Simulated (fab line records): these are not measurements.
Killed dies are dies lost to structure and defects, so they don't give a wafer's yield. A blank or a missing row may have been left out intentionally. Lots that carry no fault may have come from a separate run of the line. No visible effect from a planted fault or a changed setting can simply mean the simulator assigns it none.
Split-lot study -- flow n5_finfet -- 39 wafers read from 7 lots, route of 1938 steps

== ABOUT THE SPLIT ==
At N5_BEOL_M5_CVD_47 (deposits Co from CCTBA/H2, target thk 3 nm, time 216 s), the setting target_thk_a was moved away from the recipe's 30 angstrom on 12 of the 39 wafers read, by -34.3% to +44.3%. For the rest of the wafers, this setting stayed at what the recipe calls for.

The reading comes from the split's own step.

== THE READING ==
Co_of_BEOL_M5_CVD_47.thk_nm (the simulator's own value, which no gauge read), in nm, at N5_BEOL_M5_CVD_47 (deposits Co from CCTBA/H2, target thk 3 nm, time 216 s). No usual value for it is given in the file. Here, 27 wafers ran the recipe; their average is 3.1 nm with a standard deviation of 0.098 nm.

wafer,"tool, chamber at the split","target_thk_a as run, angstrom",against the recipe,"Co_of_BEOL_M5_CVD_47.thk_nm, nm",against lot-mates on the recipe
L081.1,"cvd_co-02, 2",30,recipe,3,-
L081.2,"cvd_co-02, 0,1",23.75,-20.8%,2.6,-0.5
L081.6,"cvd_co-02, 0,1",23.75,-20.8%,2.6,-0.5
L081.3,"cvd_co-02, 1,0",30,recipe,3.2,-
L081.5,"cvd_co-02, 1,0",30,recipe,3.2,-
L081.4,"cvd_co-02, 2",23.75,-20.8%,2.4,-0.7
L086.1,"cvd_co-01, 1,0,2",30,recipe,3,-
L086.2,"cvd_co-01, 1,0,2",30,recipe,3,-
L086.3,"cvd_co-01, 1,0,2",30,recipe,3,-
L086.4,"cvd_co-01, 1,0",20.8,-30.7%,2,-1.0
L086.6,"cvd_co-01, 1,0",20.8,-30.7%,2,-1.0
L086.5,"cvd_co-01, 2",20.8,-30.7%,1.8,-1.2
L090.1,"cvd_co-02, 1,0,0",30,recipe,3.2,-
L090.2,"cvd_co-02, 1,0,0",30,recipe,3.2,-
L090.5,"cvd_co-02, 1,0,0",30,recipe,3.2,-
L090.3,"cvd_co-02, 2,1,2",30,recipe,3,-
L090.4,"cvd_co-02, 2,1,2",30,recipe,3,-
L090.6,"cvd_co-02, 2,1,2",30,recipe,3,-
L089.1,"cvd_co-02, 1",30,recipe,3.2,-
L089.3,"cvd_co-02, 2",30,recipe,3,-
L089.4,"cvd_co-02, 2",30,recipe,3,-
L094.1,"cvd_co-02, 0,2",30,recipe,3.2,-
L094.5,"cvd_co-02, 0,2",30,recipe,3.2,-
L094.2,"cvd_co-02, 2,0",43.28,+44.3%,4.4,+1.3
L094.6,"cvd_co-02, 2,0",43.28,+44.3%,4.4,+1.3
L094.3,"cvd_co-02, 1",30,recipe,3,-
L094.4,"cvd_co-02, 1",43.28,+44.3%,4.6,+1.5
L097.1,"cvd_co-01, 0",19.72,-34.3%,1.8,-1.2
L097.2,"cvd_co-01, 1,2,1",30,recipe,3,-
L097.3,"cvd_co-01, 1,2,1",30,recipe,3,-
L097.6,"cvd_co-01, 1,2,1",30,recipe,3,-
L097.4,"cvd_co-01, 0,2",19.72,-34.3%,2,-1.0
L097.5,"cvd_co-01, 0,2",19.72,-34.3%,2,-1.0
L095.1,"cvd_co-02, 0,2,0",30,recipe,3.2,-
L095.3,"cvd_co-02, 0,2,0",30,recipe,3.2,-
L095.6,"cvd_co-02, 0,2,0",30,recipe,3.2,-
L095.2,"cvd_co-02, 1,2,1",30,recipe,3,-
L095.4,"cvd_co-02, 1,2,1",30,recipe,3,-
L095.5,"cvd_co-02, 1,2,1",30,recipe,3,-
When a row names more than one chamber, that row covers several wafers, and the file does not tell which wafer ran in which chamber.

THE FIT
A straight line over all 39 wafers: Co_of_BEOL_M5_CVD_47.thk_nm changes by +0.0326 nm for each +1% of target_thk_a; r = +0.98; the points scatter about the line by 0.12 nm.
The same after taking each lot's own level away (the mean of its wafers on the recipe; 39 wafers): +0.0312 nm for each +1%; r = +0.99; scatter 0.098 nm.
The reading moves by 1.4 nm for the largest change in target_thk_a, on that fit.
The lots' own levels span 3.00 to 3.13 nm, that is 1.4 times the standard deviation above.
The two slopes are in agreement: the lot-to-lot level therefore moves the slope only a little.
Check: for one of the wafers moved furthest among these (+44.3%), held out of the fit, the line's prediction against its lot-mates is +1.4 nm. Against them it came out at +1.27 nm.

== FURTHER SPLITS ON THESE WAFERS ==
Other splits were also applied to these wafers ahead of the reading. Each is held against what the fit with the lots' levels taken away leaves over:
other split on the same wafers,wafers away from the commonest value,r with Co_of_BEOL_M5_CVD_47.thk_nm (lot level and that fit taken away)
N5_BEOL_M0_SAQP_DESCUM_45 time_s,15,-0.04

== THE FILE'S OWN FIT ==
Co_of_BEOL_M5_CVD_47.thk_nm changes by +0.0312 nm for each +1% of target_thk_a, r = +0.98.
